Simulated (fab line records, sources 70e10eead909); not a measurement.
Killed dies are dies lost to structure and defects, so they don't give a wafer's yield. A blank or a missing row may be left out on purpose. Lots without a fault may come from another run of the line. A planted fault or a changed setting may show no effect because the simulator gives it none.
Chamber matching | flow nand_harc | NHARC_A_M1_PRE_CLEAN_32 on pecvd-04: 3 sister chambers
The step time 12 s. 3 wafers are shown with their chamber, then 7 later ones without.

WAFERS WITH THEIR CHAMBER
wafer  | chamber | heater_power_w (W)
L082.5 | 0       | 609
L083.3 | 1       | 712
L083.4 | 2       | 585

WAFERS WITHOUT THEIR CHAMBER
wafer  | heater_power_w (W)
L083.6 | 558
L091.2 | 648
L091.3 | 695
L091.4 | 635
L092.3 | 582
L092.4 | 697
L092.6 | 592

WHICH CHAMBER EACH WENT THROUGH
wafer  | from the rows above          | in truth
L083.6 | can't be placed: 2 or 0      | 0
L091.2 | can't be placed: 0 or 2 or 1 | 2
L091.3 | 1                            | 1
L091.4 | can't be placed: 0 or 2      | 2
L092.3 | can't be placed: 2 or 0      | 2
L092.4 | 1                            | 1
L092.6 | can't be placed: 2 or 0      | 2
Placed correctly: 2 of 7. Can't be placed from these rows: 5 (the true chamber is among the candidates in 5). Placed wrongly: 0.
How it was worked out, from the rows above alone: a wafer's distance from a chamber is the root of the sum, over the readings, of the square of ((its reading less the chamber's mean) divided by the reading's scatter). The wafer belongs to the nearest chamber; if the next one is less than 2 further off, it can't be placed. A chamber's mean is the mean of its shown wafers. The scatter: with one shown wafer a chamber, the root of the mean of the squares of how far each hidden wafer lies from its nearest shown one.
